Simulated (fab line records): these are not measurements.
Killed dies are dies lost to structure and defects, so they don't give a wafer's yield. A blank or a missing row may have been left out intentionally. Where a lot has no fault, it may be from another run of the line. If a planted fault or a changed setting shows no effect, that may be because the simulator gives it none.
Chamber matching + flow n5Finfet + rieDiel-02 running N5_BEOL_M3_STRIP_66: 4 sister chambers
The step strips in CF4. 18 wafers are shown with their chamber, then 9 later ones without.

== EACH WAFER AND ITS CHAMBER ==
| wafer  | chamber | drypumpMotorCurrentA (A) | showerheadPlenumPTorr (Torr) | oesProductAu (a.u.) |
|--------|---------|--------------------------|------------------------------|---------------------|
| L076.1 | 1       | 5.9                      | 1.79                         | 0.74                |
| L076.3 | 0       | 6.5                      | 1.71                         | 0.71                |
| L076.6 | 1       | 5.9                      | 1.79                         | 0.75                |
| L075.2 | 0       | 6.5                      | 1.71                         | 0.71                |
| L075.4 | 3       | 5.9                      | 1.83                         | 0.90                |
| L075.6 | 1       | 5.9                      | 1.79                         | 0.75                |
| L079.3 | 2       | 5.2                      | 1.82                         | 0.91                |
| L079.4 | 2       | 5.2                      | 1.82                         | 0.91                |
| L079.6 | 3       | 5.9                      | 1.82                         | 0.88                |
| L080.1 | 3       | 5.9                      | 1.82                         | 0.88                |
| L080.3 | 0       | 6.5                      | 1.71                         | 0.70                |
| L080.6 | 0       | 6.6                      | 1.71                         | 0.70                |
| L081.2 | 1       | 5.9                      | 1.79                         | 0.74                |
| L081.3 | 0       | 6.5                      | 1.71                         | 0.70                |
| L081.5 | 0       | 6.5                      | 1.71                         | 0.70                |
| L083.1 | 1       | 5.9                      | 1.79                         | 0.75                |
| L083.2 | 0       | 6.5                      | 1.71                         | 0.70                |
| L083.4 | 3       | 5.9                      | 1.82                         | 0.88                |

SIGNATURES, as means of the wafers listed above
| reading               | chamber 0 | chamber 1 | chamber 2 | chamber 3 | scatter within a chamber |
|-----------------------|-----------|-----------|-----------|-----------|--------------------------|
| drypumpMotorCurrentA  | 6.514     | 5.900     | 5.200     | 5.900     | 0.0247                   |
| showerheadPlenumPTorr | 1.7100    | 1.7900    | 1.8200    | 1.8225    | 0.00231                  |
| oesProductAu          | 0.7029    | 0.7460    | 0.9100    | 0.8850    | 0.00634                  |
Rule: distance of a wafer from a chamber = root of the sum over the readings of ((wafer's reading minus chamber's mean) / reading's scatter) squared. If the next closest chamber is less than 2 further off than the closest, the wafer can't be placed; otherwise it belongs to the closest. How the scatter is found: for the shown wafers, subtract from each reading the mean of its chamber, square and add these, divide the total by (wafers less chambers), then take the root.

== WAFERS WITHOUT THEIR CHAMBER ==
| wafer  | drypumpMotorCurrentA (A) | showerheadPlenumPTorr (Torr) | oesProductAu (a.u.) |
|--------|--------------------------|------------------------------|---------------------|
| L084.1 | 5.9                      | 1.79                         | 0.74                |
| L084.2 | 5.9                      | 1.82                         | 0.87                |
| L084.6 | 6.5                      | 1.71                         | 0.70                |
| L087.1 | 5.9                      | 1.79                         | 0.73                |
| L087.3 | 5.9                      | 1.82                         | 0.85                |
| L087.6 | 6.5                      | 1.70                         | 0.69                |
| L092.3 | 6.6                      | 1.70                         | 0.69                |
| L092.4 | 5.3                      | 1.82                         | 0.87                |
| L092.6 | 5.3                      | 1.82                         | 0.86                |

== EACH ONE'S CHAMBER ==
| wafer  | from the rows above | in truth |
|--------|---------------------|----------|
| L084.1 | 1                   | 1        |
| L084.2 | 3                   | 3        |
| L084.6 | 0                   | 0        |
| L087.1 | 1                   | 1        |
| L087.3 | 3                   | 3        |
| L087.6 | 0                   | 0        |
| L092.3 | 0                   | 0        |
| L092.4 | 2                   | 2        |
| L092.6 | 2                   | 2        |
Placed correctly: 9 of 9. Number that these rows cannot place: 0. 0 placed wrongly.
